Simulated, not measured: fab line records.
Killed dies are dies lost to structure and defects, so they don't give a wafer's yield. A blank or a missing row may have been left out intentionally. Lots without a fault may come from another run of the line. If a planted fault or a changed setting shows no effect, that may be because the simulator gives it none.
fab line records + flow n5-finfet
[record]
- lots = 7
- wafers = 21
route steps=1938 shown BEOL_M15@1809 TV_LITHO@1879 PASSIVATION@1915
start-h: hours from the record's first day to the start of the lot's first wafer shown + wait-h: hours elapsed since this lot's preceding step + " same as the row above + L1.1+2: a row that stands for several wafers + - either no value or no given start + * or withheld: withheld + < > ~ a bound
route shown NAME@n: a module of which the file shows steps, and the number in the route of the first + usual: mean/standard deviation of fault-free wafers + same: alike in all rows + chamber/n: place in a boat + sites: the reading at each site + _std_site: standard deviation across them + _edge_site: inner sites' mean taken away from outer sites' mean + radius-mm: for every site, how far away it sits from the centre of the wafer + mask NAME#n: copy n + behind: tool/chamber where the wafer was last shaped + hold: the reason the lot was held/the length of the hold in hours/how it ended + device: the n, p or np transistor that did not switch + end of line: tests run on the same wafers once the route is complete + a step given without rows: its recipe and nothing more + killed: not the wafer's yield, but the dies lost to structure and defects at the first sort + map: a wafer's dies, marking killed ones x, the rest . and places with no die _
set.NAME: the setting the step ran with; set.NAME@STEP: the setting that earlier step ran with + model.NAME: the simulator's own value behind a step, which no gauge read
one table per step and one row per wafer, for lots whose settings were changed on purpose
[[steps]]
[step N5_BEOL_M15_TRENCH_ETCH_34]
[recipe]
- chemistry = C4F8/O2/Ar
- target = SiO2
- target-depth-a = 8729.3
- he-inner-torr = 15
- he-outer-torr = 30
- time-s = 199
- ion-energy-ev = 800
- pressure-mtorr = 20
- source-w = 1905
- bias-w = 2040
- Ar_flow_sccm = 400
- C4F8_flow_sccm = 16
- O2_flow_sccm = 12
| lot.wafer | tool        | chamber | start-h | wait-h | set.time-s | model.etch.depth-nm | model.coat_of_BEOL_M15_COAT_22.thk-nm |
|-----------|-------------|---------|---------|--------|------------|---------------------|---------------------------------------|
| L075.2    | rie-diel-05 | 0       | 276.77  | 0.0    | 199        | 888.2               | 541.2                                 |
| L075.4    | "           | 2       | "       | "      | 217        | 920.9               | 541.4                                 |
| L075.5    | "           | 2       | "       | "      | 217        | 914.5               | 542.4                                 |
| L077.1    | rie-diel-03 | 2       | 284.70  | 0.0    | 199        | 879.4               | 539                                   |
| L077.3    | "           | 0       | "       | "      | 172        | 751.3               | 567.4                                 |
| L077.5    | "           | 3       | "       | "      | 199        | 869.2               | 547.8                                 |
| L080.2    | rie-diel-06 | 1       | 299.26  | 0.0    | 199        | 865.7               | 540.8                                 |
| L080.5    | "           | 0       | "       | "      | 199        | 847.4               | 551.6                                 |
| L080.6    | "           | 1       | "       | "      | 231.3      | 1001                | 514                                   |
| L085.2    | rie-diel-06 | 1       | 337.89  | 0.0    | 199        | 875.1               | 538.2                                 |
| L085.3    | "           | 2       | "       | "      | 199        | 882.2               | 539.8                                 |
| L085.4    | "           | 0       | "       | "      | 199        | 844.6               | 552.8                                 |
| L095.3    | rie-diel-05 | 0       | 409.82  | 0.0    | 236.6      | 1066                | 505.4                                 |
| L095.4    | "           | 3       | "       | "      | 199        | 843                 | 553.8                                 |
| L095.6    | "           | 0       | "       | "      | 236.6      | 1064                | 508                                   |
| L097.3    | rie-diel-06 | 2       | 422.88  | 0.0    | 199        | 891.3               | 534.6                                 |
| L097.4    | "           | 1       | "       | "      | 214.4      | 934.1               | 523.6                                 |
| L097.5    | "           | 0       | "       | "      | 199        | 854.3               | 549.4                                 |
| L096.1    | rie-diel-03 | 2       | 422.90  | 0.0    | 199        | 891.1               | 530.8                                 |
| L096.3    | "           | 1       | "       | "      | 199        | 877.9               | 535.8                                 |
| L096.4    | "           | 3       | "       | "      | 199        | 857.9               | 546.2                                 |
[step N5_BEOL_M15_STRIP_36]
[recipe]
- chemistry = O2
- power-w = 600
- temp-c = 60
- pressure-mtorr = 30
- rf-frequency-hz = 6e+07
- bias-power-w = 0
- overash-fraction = 0.3
- o2-flow-sccm = 225
[step N5_BEOL_M15_ECD_47]
[recipe]
- material = Cu
- target-thk-a = 18600
[step N5_BEOL_M15_ANNEAL_48]
[recipe]
- temp-c = 225
- time-s = 90
- ambient = N2
[step N5_BEOL_M15_CMP_49]
[recipe]
- stop-on = SiO2
- t-overpolish-s = 4.9
- down-force-psi = 2
- platen-rpm = 80
- clearing-platen-down-force-psi = 2
- clearing-platen-rpm = 80
- post-cmp-clean = cu-alkaline
- target-thk-nm = 850
- clearing-platen-pad-velocity-m-s = 1.5917
- pad-velocity-m-s = 1.5917
| lot.wafer | tool   | chamber | start-h | wait-h | set.time-s@BEOL_M15_TRENCH_ETCH_34 | model.Cu_of_BEOL_M15_ECD_47.thk-nm |
|-----------|--------|---------|---------|--------|------------------------------------|------------------------------------|
| L075.2    | cmp-02 | 0       | 282.58  | 0.3    | 199                                | 866                                |
| L075.4    | "      | 2       | "       | "      | 217                                | 898.8                              |
| L075.5    | "      | 0       | "       | "      | 217                                | 892.4                              |
| L077.3    | cmp-02 | 2       | 287.81  | 0.2    | 172                                | 728                                |
| L077.1    | "      | 1       | "       | "      | 199                                | 857.2                              |
| L077.5    | "      | 2       | "       | "      | 199                                | 848.4                              |
| L080.2    | cmp-02 | 0       | 304.83  | 0.3    | 199                                | 843.2                              |
| L080.6    | "      | 1       | "       | "      | 231.3                              | 978.8                              |
| L080.5    | "      | 2       | "       | "      | 199                                | 825.4                              |
| L085.3    | cmp-02 | 1       | 340.96  | 0.2    | 199                                | 860.2                              |
| L085.4    | "      | 2       | "       | "      | 199                                | 824.2                              |
| L085.2    | "      | 3       | "       | "      | 199                                | 853.2                              |
| L095.3    | cmp-02 | 0       | 413.70  | 0.2    | 236.6                              | 1043                               |
| L095.4    | "      | 2       | "       | "      | 199                                | 819.2                              |
| L095.6    | "      | 0       | "       | "      | 236.6                              | 1040                               |
| L097.3    | cmp-04 | 1       | 427.34  | 0.2    | 199                                | 866.4                              |
| L097.4    | "      | 3       | "       | "      | 214.4                              | 910.6                              |
| L097.5    | "      | 1       | "       | "      | 199                                | 829.2                              |
| L096.3    | cmp-04 | 3       | 427.97  | 0.3    | 199                                | 855.6                              |
| L096.1    | "      | 0       | "       | "      | 199                                | 868.4                              |
| L096.4    | "      | 1       | "       | "      | 199                                | 834.4                              |
[step N5_BEOL_M15_THK_MEAS_50]
[recipe]
- thk-meas-gauge = xrf
- reads = Cu_of_BEOL_M15_ECD_47
[usual]
- M15_THK = 845/20
| lot.wafer | tool          | chamber | start-h | wait-h | set.time-s@BEOL_M15_TRENCH_ETCH_34 | M15_THK[nm] |
|-----------|---------------|---------|---------|--------|------------------------------------|-------------|
| L075.2    | film-metro-02 | -       | 282.84  | -      | 199                                | 866         |
| L075.4    | "             | -       | "       | "      | 217                                | 899         |
| L075.5    | "             | -       | "       | "      | 217                                | 889         |
| L077.1    | film-metro-02 | -       | 288.10  | -      | 199                                | 855         |
| L077.3    | "             | -       | "       | "      | 172                                | 724         |
| L077.5    | "             | -       | "       | "      | 199                                | 845         |
| L080.2    | film-metro-02 | -       | 305.01  | -      | 199                                | 838         |
| L080.5    | "             | -       | "       | "      | 199                                | 825         |
| L080.6    | "             | -       | "       | "      | 231.3                              | 976         |
| L085.2    | film-metro-01 | -       | 341.22  | -      | 199                                | 845         |
| L085.3    | "             | -       | "       | "      | 199                                | 852         |
| L085.4    | "             | -       | "       | "      | 199                                | 820         |
| L095.3    | film-metro-01 | -       | 413.99  | -      | 236.6                              | 1027        |
| L095.4    | "             | -       | "       | "      | 199                                | 805         |
| L095.6    | "             | -       | "       | "      | 236.6                              | 1017        |
| L097.3    | film-metro-02 | -       | 427.59  | -      | 199                                | 864         |
| L097.4    | "             | -       | "       | "      | 214.4                              | 908         |
| L097.5    | "             | -       | "       | "      | 199                                | 827         |
| L096.1    | film-metro-01 | -       | 428.27  | -      | 199                                | 865         |
| L096.3    | "             | -       | "       | "      | 199                                | 856         |
| L096.4    | "             | -       | "       | "      | 199                                | 831         |
[step N5_BEOL_M15_PRE_CLEAN_52]
[recipe]
- gas = NH3
- time-s = 15
- temp-c = withheld
- rf-power-w = 300
[step N5_BEOL_M15_DEP_53]
[recipe]
- material = SiCN
- target-thk-a = 500
- temp-c = withheld
- precursor = 3MS/NH3
- pressure-torr = 3
- rf-w = 675
- time-s = 17.8
[step N5_BEOL_M15_RS_MEAS_54]
[recipe]
- thk-meas-gauge = four-point-probe
- reads = Cu_of_BEOL_M15_ECD_47+Ta_of_BEOL_M15_SPUTTER_44+TaN_of_BEOL_M15_SPUTTER_43
[usual]
- M15_RS = 0.0216/0.0005
| lot.wafer | tool          | chamber | start-h | wait-h | set.time-s@BEOL_M15_TRENCH_ETCH_34 | M15_RS[ohm/sq] |
|-----------|---------------|---------|---------|--------|------------------------------------|----------------|
| L075.2    | film-metro-02 | -       | 282.97  | 0.1    | 199                                | 0.0211         |
| L075.4    | "             | -       | "       | "      | 217                                | 0.0203         |
| L075.5    | "             | -       | "       | "      | 217                                | 0.0205         |
| L077.1    | film-metro-01 | -       | 288.23  | 0.0    | 199                                | 0.0213         |
| L077.3    | "             | -       | "       | "      | 172                                | 0.0252         |
| L077.5    | "             | -       | "       | "      | 199                                | 0.0216         |
| L080.2    | film-metro-02 | -       | 305.14  | 0.1    | 199                                | 0.0217         |
| L080.5    | "             | -       | "       | "      | 199                                | 0.0222         |
| L080.6    | "             | -       | "       | "      | 231.3                              | 0.0187         |
| L085.2    | film-metro-02 | -       | 341.35  | 0.1    | 199                                | 0.0214         |
| L085.3    | "             | -       | "       | "      | 199                                | 0.0213         |
| L085.4    | "             | -       | "       | "      | 199                                | 0.0222         |
| L095.3    | film-metro-01 | -       | 414.12  | 0.1    | 236.6                              | 0.0175         |
| L095.4    | "             | -       | "       | "      | 199                                | 0.0224         |
| L095.6    | "             | -       | "       | "      | 236.6                              | 0.0176         |
| L097.3    | film-metro-01 | -       | 427.72  | 0.1    | 199                                | 0.0211         |
| L097.4    | "             | -       | "       | "      | 214.4                              | 0.0201         |
| L097.5    | "             | -       | "       | "      | 199                                | 0.0221         |
| L096.1    | film-metro-02 | -       | 428.39  | 0.0    | 199                                | 0.0211         |
| L096.3    | "             | -       | "       | "      | 199                                | 0.0214         |
| L096.4    | "             | -       | "       | "      | 199                                | 0.0220         |
[step N5_PASSIVATION_EXPOSE_07]
[recipe]
- mask-id = TV
- na = 0.55
- source-shape = conventional
- sigma-outer = 0.8
- polarization = unpolarized
- defocus-nm = 0
- target-cd-nm = 3000
- dose-mj = 22.75
| lot.wafer  | tool           | chamber | start-h | wait-h | mask | set.dose-mj |
|------------|----------------|---------|---------|--------|------|-------------|
| L075.2+4+5 | krf-scanner-02 | 0       | 289.08  | -      | TV#0 | 22.75       |
| L077.1+3+5 | krf-scanner-02 | 0       | 293.38  | -      | TV#0 | 21.77       |
| L080.2     | krf-scanner-01 | 0       | 310.18  | -      | TV#0 | 22.75       |
| L080.5+6   | "              | 0       | "       | "      | TV#0 | 21.59       |
| L085.2+3+4 | krf-scanner-02 | 0       | 346.69  | -      | TV#0 | 22.75       |
| L095.3+4   | krf-scanner-01 | 0       | 421.88  | -      | TV#0 | 22.75       |
| L095.6     | "              | 0       | "       | "      | TV#0 | 23.53       |
| L097.3+4+5 | krf-scanner-01 | 0       | 435.07  | -      | TV#0 | 22.75       |
| L096.1+3   | krf-scanner-01 | 0       | 435.80  | -      | TV#0 | 23.31       |
| L096.4     | "              | 0       | "       | "      | TV#0 | 22.75       |
[step N5_PASSIVATION_PEB_08]
[recipe]
- peb-temp-c = withheld
- peb-time-s = *
[step N5_PASSIVATION_DEVELOP_09]
[recipe]
- develop-time-s = 60
- rinse-liquid = diw
- dry = air-spin
- dev-temp-c = 21
[step N5_PASSIVATION_HARDBAKE_11]
[recipe]
- temp-c = 130
- time-s = 120
[step N5_PASSIVATION_CD_MEAS_10]
[recipe]
- target-cd-nm = 3000
- landing-energy-ev = 500
- detector = se-inlens
[usual]
- cd-nm = 2999.5/2.8
| lot.wafer | tool      | chamber | start-h | wait-h | set.dose-mj@PASSIVATION_EXPOSE_07 | cd-nm  |
|-----------|-----------|---------|---------|--------|-----------------------------------|--------|
| L075.2    | cd-sem-01 | 0       | 289.26  | -      | 22.75                             | 3002.3 |
| L075.4    | "         | 0       | "       | "      | 22.75                             | 3000.6 |
| L075.5    | "         | 0       | "       | "      | 22.75                             | 3001.2 |
| L077.1    | cd-sem-01 | 0       | 293.56  | -      | 21.77                             | 2989.7 |
| L077.3    | "         | 0       | "       | "      | 21.77                             | 2992.4 |
| L077.5    | "         | 0       | "       | "      | 21.77                             | 2989.2 |
| L080.2    | cd-sem-01 | 0       | 310.35  | -      | 22.75                             | 2998.7 |
| L080.5    | "         | 0       | "       | "      | 21.59                             | 2988.3 |
| L080.6    | "         | 0       | "       | "      | 21.59                             | 2986.4 |
| L085.2    | cd-sem-02 | 0       | 346.86  | -      | 22.75                             | 3000.4 |
| L085.3    | "         | 0       | "       | "      | 22.75                             | 2996.4 |
| L085.4    | "         | 0       | "       | "      | 22.75                             | 3002.6 |
| L095.3    | cd-sem-02 | 0       | 422.05  | -      | 22.75                             | 2996.4 |
| L095.4    | "         | 0       | "       | "      | 22.75                             | 3000.8 |
| L095.6    | "         | 0       | "       | "      | 23.53                             | 3009.9 |
| L097.3    | cd-sem-02 | 0       | 435.23  | -      | 22.75                             | 3000.2 |
| L097.4    | "         | 0       | "       | "      | 22.75                             | 2999.6 |
| L097.5    | "         | 0       | "       | "      | 22.75                             | 3004.2 |
| L096.1    | cd-sem-03 | 0       | 435.97  | -      | 23.31                             | 3006.7 |
| L096.3    | "         | 0       | "       | "      | 23.31                             | 3010.0 |
| L096.4    | "         | 0       | "       | "      | 22.75                             | 3003.3 |
[step N5_PASSIVATION_PECVD_53]
[recipe]
- material = SiO2
- target-thk-a = 8000
- temp-c = 400
- precursor = TEOS/O2
- pressure-torr = 6.5
- rf-w = withheld
- teos-flow-sccm = withheld
- gas = O2
- flow-sccm = 2650
- time-s = 169.4
| lot.wafer | tool     | chamber | start-h | wait-h | set.time-s | model.SiO2_of_PASSIVATION_PECVD_53.thk-nm |
|-----------|----------|---------|---------|--------|------------|-------------------------------------------|
| L075.2    | pecvd-01 | 1       | 292.41  | 0.0    | 162.7      | 746.4                                     |
| L075.4    | "        | 0       | "       | "      | 162.7      | 743                                       |
| L075.5    | "        | 1       | "       | "      | 169.4      | 791.8                                     |
| L077.1    | pecvd-02 | 2       | 296.37  | 0.0    | 169.4      | 780.8                                     |
| L077.3    | "        | 0       | "       | "      | 169.4      | 791.4                                     |
| L077.5    | "        | 2       | "       | "      | 184        | 855.6                                     |
| L080.2    | pecvd-02 | 0       | 313.61  | 0.0    | 179.8      | 822.8                                     |
| L080.5    | "        | 1       | "       | "      | 169.4      | 810.8                                     |
| L080.6    | "        | 0       | "       | "      | 179.8      | 843.4                                     |
| L085.2    | pecvd-01 | 1       | 349.90  | 0.0    | 169.4      | 798.8                                     |
| L085.3    | "        | 0       | "       | "      | 169.4      | 784.2                                     |
| L085.4    | "        | 2       | "       | "      | 169.4      | 809.8                                     |
| L095.3    | pecvd-01 | 2       | 424.84  | 0.0    | 148.2      | 680                                       |
| L095.4    | "        | 0       | "       | "      | 148.2      | 692.2                                     |
| L095.6    | "        | 1       | "       | "      | 169.4      | 792.6                                     |
| L097.3    | pecvd-03 | 2       | 438.70  | 0.0    | 169.4      | 777.2                                     |
| L097.4    | "        | 2       | "       | "      | 169.4      | 788                                       |
| L097.5    | "        | 1       | "       | "      | 169.4      | 808.2                                     |
| L096.1    | pecvd-02 | 2       | 438.97  | 0.0    | 169.4      | 783.8                                     |
| L096.3    | "        | 0       | "       | "      | 179.7      | 820.4                                     |
| L096.4    | "        | 1       | "       | "      | 169.4      | 793.8                                     |
[[key]]
[split]
- step = N5_BEOL_M15_TRENCH_ETCH_34
- setting = time-s
- stated = 199
- by = wafer
[response]
- step = N5_BEOL_M15_TRENCH_ETCH_34
- reading = model.etch.depth-nm
- change = +9.47
- per = 1%
- r = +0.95
[response]
- step = N5_BEOL_M15_TRENCH_ETCH_34
- reading = model.coat_of_BEOL_M15_COAT_22.thk-nm
- change = -1.98
- per = 1%
- r = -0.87
[response]
- step = N5_BEOL_M15_CMP_49
- reading = model.Cu_of_BEOL_M15_ECD_47.thk-nm
- change = +9.5
- per = 1%
- r = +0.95
[response]
- step = N5_BEOL_M15_THK_MEAS_50
- reading = M15_THK
- change = +9.42
- per = 1%
- r = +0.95
[response]
- step = N5_BEOL_M15_RS_MEAS_54
- reading = M15_RS
- change = -0.000226
- per = 1%
- r = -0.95
[split]
- step = N5_PASSIVATION_EXPOSE_07
- setting = dose-mj
- stated = 22.75
- by = wafer
[response]
- step = N5_PASSIVATION_CD_MEAS_10
- reading = cd-nm
- change = +2.48
- per = 1%
- r = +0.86
[split]
- step = N5_PASSIVATION_PECVD_53
- setting = time-s
- stated = 169.4
- by = wafer
[response]
- step = N5_PASSIVATION_PECVD_53
- reading = model.SiO2_of_PASSIVATION_PECVD_53.thk-nm
- change = +7.62
- per = 1%
- r = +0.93
